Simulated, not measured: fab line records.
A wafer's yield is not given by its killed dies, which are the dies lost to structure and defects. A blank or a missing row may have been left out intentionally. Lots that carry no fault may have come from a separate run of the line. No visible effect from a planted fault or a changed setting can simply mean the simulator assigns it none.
fab line records	flow nandHarc
[record] lots = 5	wafers = 15	lastDay = 33
route steps=1302 shown THIN_TSV@1282 END@1302
lots that met no fault: from a run of the same line without faults
startH: start of the lot's first displayed wafer, in hours after the record's first day	waitH: hours from the lot's prior step to this one	" identical to the entry in the row above	L1.1+2: a single row standing in for several wafers	- either no value or no given start	* or withheld: withheld	< > ~ a bound
route shown NAME@n: NAME is a module with steps in the file, n the number in the route of the first one	usual: the fault-free wafers' mean and standard deviation	same: alike in all rows	chamber/n: place in a boat	sites: the reading at each site	_std_site: the standard deviation of these	_edge_site: outer sites' mean less inner sites'	radiusMm: for every site, how far away it sits from the centre of the wafer	mask NAME#n: copy n	behind: the last tool/chamber to shape the wafer	hold: why the lot was held/for how many hours/how that ended	device: names the non-switching transistor (n, p or np)	end of line: the tests these same wafers got at the end of their route	a step with no rows: only its recipe	killed: at the first sort, the dies lost to defects and structure; wafer yield is something else	map: the dies of a wafer, with x for killed, . for not killed, _ for no die there
set.NAME: the setting that was run; set.NAME@STEP: the one run at that earlier step	model.NAME: the simulator's own value behind a step, which no gauge read
certain route steps with their lots: each step a table, each wafer a row
services: when a tool's chamber went out of use (startH, in hours from the record's first day, below 0 if earlier), for how many hours, and the reason
[[steps]]
[step NHARC_THIN_TSV_PVD_24]
[recipe] targetThkA = 8000	powerW = withheld	chamberPressurePa = withheld	substrateTempC = withheld	timeS = withheld	gas = Ar	material = Al
[step NHARC_THIN_TSV_DEHYDRATE_25]
[recipe] tempC = 150	timeS = 120
[step NHARC_THIN_TSV_HMDS_26]
[recipe] timeS = 30
[step NHARC_THIN_TSV_COAT_27]
[recipe] spinRpm = *
[step NHARC_THIN_TSV_SOFTBAKE_28]
[recipe] tempC = 122	timeS = 95
[step NHARC_THIN_TSV_EBR_29]
[step NHARC_THIN_TSV_EXPOSE_30]
[recipe] na = 0.55	doseMj = 11.47	maskId = PAD
[step NHARC_THIN_TSV_PEB_31]
[recipe] pebTempC = 118	pebTimeS = 85
[step NHARC_THIN_TSV_DEVELOP_32]
[recipe] timeS = 70
[step NHARC_THIN_TSV_CD_MEAS_33]
[recipe] targetCdNm = 5000	landingEnergyEv = 500
[usual] cdNm = 4999.7/1.2
lot.wafer	tool	chamber	startH	waitH	cdNm
L508.1	cdSem-01	0	564.88	-	5000.1
L508.5	"	0	"	"	5000.1
L508.6	"	0	"	"	5000.2
L516.2	cdSem-02	0	644.31	-	5000.9
L516.3	"	0	"	"	4999.3
L516.4	"	0	"	"	5000.6
L528.3	cdSem-02	0	761.45	-	4999.4
L528.5	"	0	"	"	4999.1
L528.6	"	0	"	"	4999.0
L529.1	cdSem-01	0	763.08	-	4999.1
L529.3	"	0	"	"	5001.0
L529.6	"	0	"	"	5002.1
L530.1	cdSem-02	0	764.09	-	4999.2
L530.3	"	0	"	"	5000.3
L530.5	"	0	"	"	4998.2
[step NHARC_THIN_TSV_HARDBAKE_34]
[recipe] tempC = 125	timeS = 80
[step NHARC_THIN_TSV_DESCUM_35]
[recipe] timeS = 3	o2FlowSccm = 200	arFlowSccm = 0	biasPowerW = 0	chemistry = O2
[usual] drypumpMotorCurrentA = 5.6/0.41	oesProductAu = 0.999/0.0085	rfVppV = 57.6/0.95	showerheadPlenumPTorr = 1.88/0.085	throttleValvePct = 11.311/0.0096
lot.wafer	tool	chamber	startH	waitH	drypumpMotorCurrentA	oesProductAu	rfHoursCounterH	rfVppV	showerheadPlenumPTorr	throttleValvePct
L508.1	rieDiel-11	2	565.05	-	5.7	0.990	5.0	57.4	1.82	11.310
L508.5	"	1	"	"	5.9	1.012	-	58.9	2.06	11.317
L508.6	"	2	"	"	5.7	1.004	-	57.9	1.82	11.302
L516.2	rieDiel-03	3	644.46	-	6.0	0.995	0	58.8	2.00	11.304
L516.4	"	0	"	"	5.0	1.000	0	57.7	1.83	11.311
L516.3	"	2	"	"	5.9	0.997	0	57.5	1.81	11.309
L528.3	rieDiel-03	3	761.64	-	6.0	1.005	5.7	56.3	2.00	11.320
L528.5	"	0	"	"	4.9	1.002	-	56.5	1.83	11.303
L528.6	"	1	"	"	6.1	0.993	-	56.4	1.77	11.322
L529.3	rieDiel-11	2	763.24	-	5.7	0.996	7.0	57.8	1.81	11.322
L529.1	"	3	"	"	5.1	0.999	7.0	57.1	1.86	11.288
L529.6	"	0	"	"	5.3	0.999	-	56.7	1.86	11.334
L530.1	rieDiel-04	0	764.27	-	5.8	0.998	3.1	58.2	1.81	11.302
L530.3	"	1	"	"	6.2	0.993	2.7	56.8	1.88	11.314
L530.5	"	0	"	"	5.8	0.995	-	55.9	1.81	11.313
[step NHARC_THIN_TSV_ETCH_59]
[recipe] targetDepthA = 8800	icpW = 900	biasW = 100	Cl2_flow_sccm = 60	bcl3FlowSccm = 30	timeS = 138.1	chemistry = Cl2/BCl3
[usual] drypumpMotorCurrentA = 5.62/0.27	oesProductAu = 0.997/0.0068	throttleValvePct = 22.265/0.0083
lot.wafer	tool	chamber	startH	waitH	drypumpMotorCurrentA	oesProductAu	rfHoursCounterH	throttleValvePct
L508.1	rieMetal-02	0	565.17	0.1	5.67	0.999	1.0	22.272
L508.6	"	0	"	"	5.68	1.006	-	22.267
L508.5	"	1	"	"	5.20	1.000	-	22.262
L516.2	rieMetal-01	0	644.59	0.1	5.90	0.997	1.3	22.267
L516.4	"	0	"	"	5.89	0.998	-	22.264
L516.3	"	1	"	"	5.76	0.995	-	22.279
L528.3	rieMetal-01	1	761.81	0.1	5.78	0.724	-	22.268
L528.5	"	1	"	"	5.74	0.718	-	22.254
L528.6	"	0	"	"	5.86	0.991	-	22.253
L529.1	rieMetal-02	1	763.43	0.2	5.20	1.003	2.1	22.261
L529.3	"	0	"	"	5.67	1.007	-	22.253
L529.6	"	0	"	"	5.67	0.998	-	22.260
L530.1	rieMetal-03	1	764.42	0.1	5.17	0.988	1.0	22.279
L530.3	"	0	"	"	5.61	0.989	-	22.255
L530.5	"	1	"	"	5.21	0.983	-	22.261
[step NHARC_THIN_TSV_ETCH_36]
[recipe] targetDepthA = 650	overEtchFrac = 0.3	timeS = 18.571	ionEnergyEv = 150	chemistry = Cl2/BCl3
[usual] drypumpMotorCurrentA = 5.61/0.27	oesProductAu = 0.996/0.0066
lot.wafer	tool	chamber	startH	waitH	drypumpMotorCurrentA	oesProductAu	rfHoursCounterH
L508.1	rieMetal-02	0	565.43	0.2	5.65	0.986	1.2
L508.6	"	1	"	"	5.19	0.996	-
L508.5	"	0	"	"	5.66	0.991	-
L516.2	rieMetal-01	1	644.85	0.2	5.78	1.001	1.4
L516.4	"	1	"	"	5.81	0.994	-
L516.3	"	0	"	"	5.92	1.001	-
L528.3	rieMetal-01	1	762.00	0.2	5.74	0.987	-
L528.5	"	1	"	"	5.78	0.983	-
L528.6	"	0	"	"	5.91	1.001	-
L529.1	rieMetal-02	0	763.66	0.2	5.65	0.990	2.2
L529.3	"	0	"	"	5.68	1.002	-
L529.6	"	0	"	"	5.63	0.985	-
L530.1	rieMetal-03	1	764.64	0.2	5.16	0.990	1.1
L530.3	"	1	"	"	5.19	0.986	-
L530.5	"	0	"	"	5.62	0.999	-
[step NHARC_THIN_TSV_STRIP_56]
[recipe] powerW = 1500	tempC = 250	chemistry = O2
[usual] drypumpMotorCurrentA = 6.05/0.22	heaterPowerW = 351/28
lot.wafer	tool	chamber	startH	waitH	drypumpMotorCurrentA	heaterPowerW	rfHoursCounterH
L508.1	plasmaAsher-02	1	565.57	0.1	6.44	305	28
L508.5	"	0	"	"	6.06	364	-
L508.6	"	1	"	"	6.40	311	-
L516.2	plasmaAsher-01	0	644.95	0.1	5.85	367	22
L516.3	"	0	"	"	5.86	359	-
L516.4	"	1	"	"	5.89	375	-
L528.3	plasmaAsher-02	1	762.18	0.2	6.40	306	-
L528.5	"	1	"	"	6.41	315	-
L528.6	"	0	"	"	6.04	355	-
L529.1	plasmaAsher-01	0	763.77	0.1	5.83	383	11
L529.3	"	0	"	"	5.84	371	-
L529.6	"	0	"	"	5.85	371	-
L530.1	plasmaAsher-02	1	764.74	0.1	6.37	303	29
L530.3	"	1	"	"	6.39	313	-
L530.5	"	0	"	"	6.03	346	-
[step NHARC_THIN_TSV_STRIP_57]
[recipe] timeS = 1200	tempC = 72.5	chemistry = postEtchResidueRemover
[step NHARC_THIN_TSV_CD_MEAS_37]
[usual] cdNm = 4999.8/2.1
lot.wafer	tool	chamber	startH	waitH	cdNm
L508.1	cdSem-02	-	566.32	-	4999.8
L508.5	"	-	"	"	4995.8
L508.6	"	-	"	"	4998.7
L516.2	cdSem-03	-	645.75	-	4999.8
L516.3	"	-	"	"	5000.5
L516.4	"	-	"	"	5000.8
L528.3	cdSem-01	-	762.89	-	5016.2
L528.5	"	-	"	"	5014.0
L528.6	"	-	"	"	4996.7
L529.1	cdSem-02	-	764.56	-	4999.6
L529.3	"	-	"	"	5001.1
L529.6	"	-	"	"	5003.3
L530.1	cdSem-02	-	765.53	-	4999.8
L530.3	"	-	"	"	4999.2
L530.5	"	-	"	"	4996.9
[step NHARC_THIN_TSV_ANNEAL_58]
[recipe] tempC = 400	timeS = 1800
[step NHARC_END_SORT_01]
[recipe] tempC = 25
[usual] defectLimitedYield = 91/3.1	killedAtArray = 56/21	killedAtOther = 1.2/1.6	killedAtPeriphery = 3.7/2.5	killedDies = 61/21	killedOpen = 3.1/1.8	killedShort = 2.8/1.7
[same] grossDies = 677
lot.wafer	tool	chamber	startH	waitH	defectLimitedYield[%]	killedAtArray	killedAtOther	killedAtPeriphery	killedDies	killedOpen	killedShort
L508.1	prober-02	0	574.91	2.5	93	47	2	1	50	0	2
L508.5	prober-02	0	578.09	3.7	94	40	1	2	43	2	2
L508.6	prober-02	0	578.89	4.0	92	51	2	3	56	6	2
L516.2	prober-02	0	653.45	2.8	92	53	0	4	57	4	3
L516.3	prober-02	0	654.25	3.1	91	57	2	2	61	1	2
L516.4	prober-02	0	655.05	3.4	88	76	1	1	78	4	3
L529.1	prober-02	0	772.46	2.5	92	48	1	3	52	1	4
L529.3	prober-02	0	774.03	3.1	90	64	0	4	68	4	2
L529.6	prober-02	0	776.40	3.9	91	60	1	1	62	0	2
L528.3	prober-01	0	774.03	3.1	0	90	585	2	677	1	8
L528.5	prober-01	0	775.64	3.7	0	71	601	5	677	4	3
L528.6	prober-01	0	776.44	4.0	87	79	3	4	86	3	4
L530.1	prober-02	0	780.19	2.5	92	47	0	6	53	2	2
L530.3	prober-02	0	781.79	3.1	92	43	1	7	51	2	6
L530.5	prober-02	0	783.40	3.7	93	42	0	4	46	3	3
// killed by level:class
L508.1 A_CHANNEL_HOLE_D2:chamberFilmFlake=38 A_CHANNEL_FILL_D2:chamberFilmFlake=2 THIN_TSV:chamberFilmFlake=2 A_CHANNEL_FILL_D1:geometricParticle:short=1 A_SGD_CUT:geometricParticle:short=1 P_M0:chamberFilmFlake=1 A_CHANNEL_FILL_D1:chamberFilmFlake=1 A_SLIT:chamberFilmFlake=1
L508.5 A_CHANNEL_HOLE_D2:chamberFilmFlake=26 A_CHANNEL_HOLE_D1:chamberFilmFlake=2 A_STAIRCASE:chamberFilmFlake=2 A_CONTACT:chamberFilmFlake=2 P_CONTACT:geometricParticle:open=1 P_CONTACT:geometricParticle:short=1 A_ONON_D1:geometricParticle:open=1 A_CHANNEL_FILL_D2:geometricParticle:short=1
L508.6 A_CHANNEL_HOLE_D2:chamberFilmFlake=31 A_CHANNEL_HOLE_D1:chamberFilmFlake=7 A_CONTACT:chamberFilmFlake=4 P_M0:geometricParticle:open=2 A_CHANNEL_FILL_D2:chamberFilmFlake=2 A_CHANNEL_FILL_D2:geometricParticle:open=1 A_WL_FILL:geometricParticle:open=1 A_WL_FILL:geometricParticle:short=1
L516.2 A_CHANNEL_HOLE_D1:chamberFilmFlake=31 A_CHANNEL_HOLE_D2:chamberFilmFlake=7 A_CONTACT:chamberFilmFlake=7 A_M1:chamberFilmFlake=3 P_M0:geometricParticle:open=2 P_STI:geometricParticle:open=1 P_CONTACT:geometricParticle:open=1 A_CHANNEL_FILL_D1:geometricParticle:short=1
L516.3 A_CHANNEL_HOLE_D1:chamberFilmFlake=35 A_CHANNEL_HOLE_D2:chamberFilmFlake=8 A_CONTACT:chamberFilmFlake=6 A_STAIRCASE:chamberFilmFlake=2 THIN_TSV:chamberFilmFlake=2 A_DECK1_JOINT:geometricParticle:open=1 A_ONON_D2:geometricParticle:short=1 A_CHANNEL_FILL_D2:geometricParticle:short=1
L516.4 A_CHANNEL_HOLE_D1:chamberFilmFlake=32 A_CHANNEL_HOLE_D2:chamberFilmFlake=15 A_CONTACT:chamberFilmFlake=10 A_DECK1_JOINT:chamberFilmFlake=5 A_M1:chamberFilmFlake=4 A_SLIT:chamberFilmFlake=2 P_M1:geometricParticle:short=1 A_ONON_D1:geometricParticle:open=1
L529.1 A_SLIT:chamberFilmFlake=25 A_CHANNEL_HOLE_D1:chamberFilmFlake=13 A_CONTACT:chamberFilmFlake=4 P_M2:geometricParticle:short=1 A_DECK1_JOINT:geometricParticle:short=1 A_CHANNEL_HOLE_D2:geometricParticle:short=1 A_WL_FILL:geometricParticle:short=1 A_M0:geometricParticle:open=1
L528.3 THIN_TSV:areaEtch=582 A_SLIT:chamberFilmFlake=29 A_CHANNEL_HOLE_D2:chamberFilmFlake=23 A_CHANNEL_HOLE_D1:chamberFilmFlake=13 A_CONTACT:chamberFilmFlake=11 A_M1:geometricParticle:short=3 THIN_TSV:chamberFilmFlake=3 A_M0:chamberFilmFlake=2
L529.3 A_SLIT:chamberFilmFlake=30 A_CHANNEL_HOLE_D1:chamberFilmFlake=17 A_SGD_CUT:chamberFilmFlake=4 A_ZERO_WELL:chamberFilmFlake=2 A_STAIRCASE:chamberFilmFlake=2 A_WL_FILL:chamberFilmFlake=2 A_CONTACT:chamberFilmFlake=2 P_CONTACT:geometricParticle:open=1
L528.5 THIN_TSV:areaEtch=599 A_SLIT:chamberFilmFlake=30 A_CHANNEL_HOLE_D2:chamberFilmFlake=18 A_CHANNEL_HOLE_D1:chamberFilmFlake=8 A_CONTACT:chamberFilmFlake=8 A_WL_FILL:geometricParticle:open=2 THIN_TSV:chamberFilmFlake=2 P_GATE:geometricParticle:short=1
L529.6 A_SLIT:chamberFilmFlake=34 A_CHANNEL_HOLE_D1:chamberFilmFlake=15 A_SGD_CUT:chamberFilmFlake=5 A_WL_FILL:chamberFilmFlake=2 P_M1:geometricParticle:short=1 A_ONON_D1:geometricParticle:short=1 A_CHANNEL_HOLE_D2:chamberFilmFlake=1 A_STAIRCASE:chamberFilmFlake=1
L528.6 A_SLIT:chamberFilmFlake=27 A_CHANNEL_HOLE_D2:chamberFilmFlake=25 A_CHANNEL_HOLE_D1:chamberFilmFlake=15 A_CONTACT:chamberFilmFlake=5 THIN_TSV:chamberFilmFlake=3 P_CONTACT:geometricParticle:short=1 P_CONTACT:geometricParticle:open=1 P_M0:geometricParticle:open=1
L530.1 A_CHANNEL_HOLE_D1:chamberFilmFlake=18 A_SLIT:chamberFilmFlake=13 P_CONTACT:chamberFilmFlake=6 A_STAIRCASE:chamberFilmFlake=4 A_CONTACT:chamberFilmFlake=4 A_WL_FILL:chamberFilmFlake=2 A_DECK1_JOINT:geometricParticle:open=1 A_CHANNEL_FILL_D2:geometricParticle:open=1
L530.3 A_CHANNEL_HOLE_D1:chamberFilmFlake=19 A_SLIT:chamberFilmFlake=9 A_CHANNEL_FILL_D1:geometricParticle:short=3 P_GATE:chamberFilmFlake=3 P_CONTACT:chamberFilmFlake=3 A_CONTACT:chamberFilmFlake=3 A_ONON_D1:geometricParticle:short=2 A_CHANNEL_FILL_D1:chamberFilmFlake=2
L530.5 A_CHANNEL_HOLE_D1:chamberFilmFlake=14 A_SLIT:chamberFilmFlake=9 A_CONTACT:chamberFilmFlake=7 A_WL_FILL:chamberFilmFlake=4 A_ONON_D2:geometricParticle:short=2 P_GATE:chamberFilmFlake=2 A_STAIRCASE:chamberFilmFlake=2 P_CONTACT:geometricParticle:open=1
// map L528.3 (x killed, . not)
____________x____________
_________xxxxxxx_________
_______xxxxxxxxxxx_______
______xxxxxxxxxxxxx______
_____xxxxxxxxxxxxxxx_____
____xxxxxxxxxxxxxxxxx____
____xxxxxxxxxxxxxxxxx____
___xxxxxxxxxxxxxxxxxxx___
___xxxxxxxxxxxxxxxxxxx___
__xxxxxxxxxxxxxxxxxxxxx__
__xxxxxxxxxxxxxxxxxxxxx__
_xxxxxxxxxxxxxxxxxxxxxxx_
_xxxxxxxxxxxxxxxxxxxxxxx_
_xxxxxxxxxxxxxxxxxxxxxxx_
_xxxxxxxxxxxxxxxxxxxxxxx_
_xxxxxxxxxxxxxxxxxxxxxxx_
xxxxxxxxxxxxxxxxxxxxxxxxx
xxxxxxxxxxxxxxxxxxxxxxxxx
xxxxxxxxxxxxxxxxxxxxxxxxx
xxxxxxxxxxxxxxxxxxxxxxxxx
xxxxxxxxxxxxxxxxxxxxxxxxx
_xxxxxxxxxxxxxxxxxxxxxxx_
_xxxxxxxxxxxxxxxxxxxxxxx_
_xxxxxxxxxxxxxxxxxxxxxxx_
_xxxxxxxxxxxxxxxxxxxxxxx_
_xxxxxxxxxxxxxxxxxxxxxxx_
__xxxxxxxxxxxxxxxxxxxxx__
__xxxxxxxxxxxxxxxxxxxxx__
___xxxxxxxxxxxxxxxxxxx___
___xxxxxxxxxxxxxxxxxxx___
____xxxxxxxxxxxxxxxxx____
____xxxxxxxxxxxxxxxxx____
_____xxxxxxxxxxxxxxx_____
______xxxxxxxxxxxxx______
_______xxxxxxxxxxx_______
_________xxxxxxx_________
____________x____________
// map L516.4 (x killed, . not)
____________.____________
_________......._________
_______..........._______
______.....x.x.x.x.______
_____.....x........._____
____.........xxx.....____
____.......xxx..xx...____
___.........xxxx.x....___
___........xx.xxx.....___
__..........xxxxxx.....__
__..........x.xxx......__
_...........xxxxxx......_
_......................._
_...............x......._
_......................._
_..........x............_
.x.......................
.........................
........x................
........x.............x..
.........................
_......................._
_........x.x.x.........._
_......................._
_......................._
_.......x..............._
__.....................__
__......x.x............__
___..x.xxx.x.x........___
___x....xx............___
____xx.xx............____
____x.x...x..........____
_____..xxxx........._____
______x.x.x....x...______
_______.x...x....._______
_________.x....._________
____________.____________
[[services]]
tool	chamber	startH	hours	kind
rieDiel-11	0	549.59	11.6	repair
rieMetal-03	0	556.59	5.7	repair
rieMetal-01	-	575.00	9.0	pm
rieDiel-03	2	592.18	1.6	repair
plasmaAsher-02	-	603.81	9.0	pm
rieDiel-03	2	607.95	13.0	repair
rieDiel-11	-	609.52	9.0	pm
rieMetal-01	1	626.54	1.2	repair
rieMetal-02	-	631.00	9.0	pm
rieDiel-03	-	635.30	9.0	pm
rieDiel-03	-	649.15	0.6	repair
rieDiel-03	0	652.75	2.9	repair
plasmaAsher-02	-	657.54	3.0	repair
rieMetal-02	-	680.07	1.7	repair
rieDiel-11	1	683.67	6.5	repair
rieDiel-04	-	686.36	0.2	repair
rieMetal-02	-	687.87	4.5	repair
rieMetal-03	-	696.00	9.0	pm
rieDiel-11	-	698.52	0.9	repair
plasmaAsher-01	-	700.61	9.0	pm
rieDiel-11	3	702.35	4.1	repair
rieDiel-03	1	703.60	4.1	repair
rieMetal-01	-	752.00	9.0	pm
rieDiel-11	1	761.31	6.1	repair
[[key]]
[firstSign] step = NHARC_THIN_TSV_ETCH_59	reading = oesProductAu	direction = down	sigmas = 41	usual = 0.997	struck = 0.721
[effect] step = NHARC_THIN_TSV_CD_MEAS_37	reading = cdNm	direction = up	sigmas = 7.4	usual = 4999.8	struck = 5015.1
[effect] step = NHARC_END_SORT_01	reading = killedAtOther	direction = up	sigmas = 99+	usual = 1.2	struck = 593
[moreKillsBornAt] NHARC_THIN_TSV_ETCH_59@rieMetal-01 = 1181
metAt NHARC_THIN_TSV_ETCH_59
struckWafers L528.3,L528.5
laterRowsLeftOut L528.3,L528.5
onsetBetween 644.59 761.81
[fault] kind = processParameterDrift	tool = rieMetal-01	chamber = -	onsetH = 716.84	steps = NHARC_THIN_TSV_ETCH_59	channel = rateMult	offset = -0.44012	shape = step	endH = 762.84	scope = struckWafersOnly
// laterRowsLeftOut: the simulator's readings of these wafers behind a module that went badly wrong aren't trusted and aren't shown, but for the sort
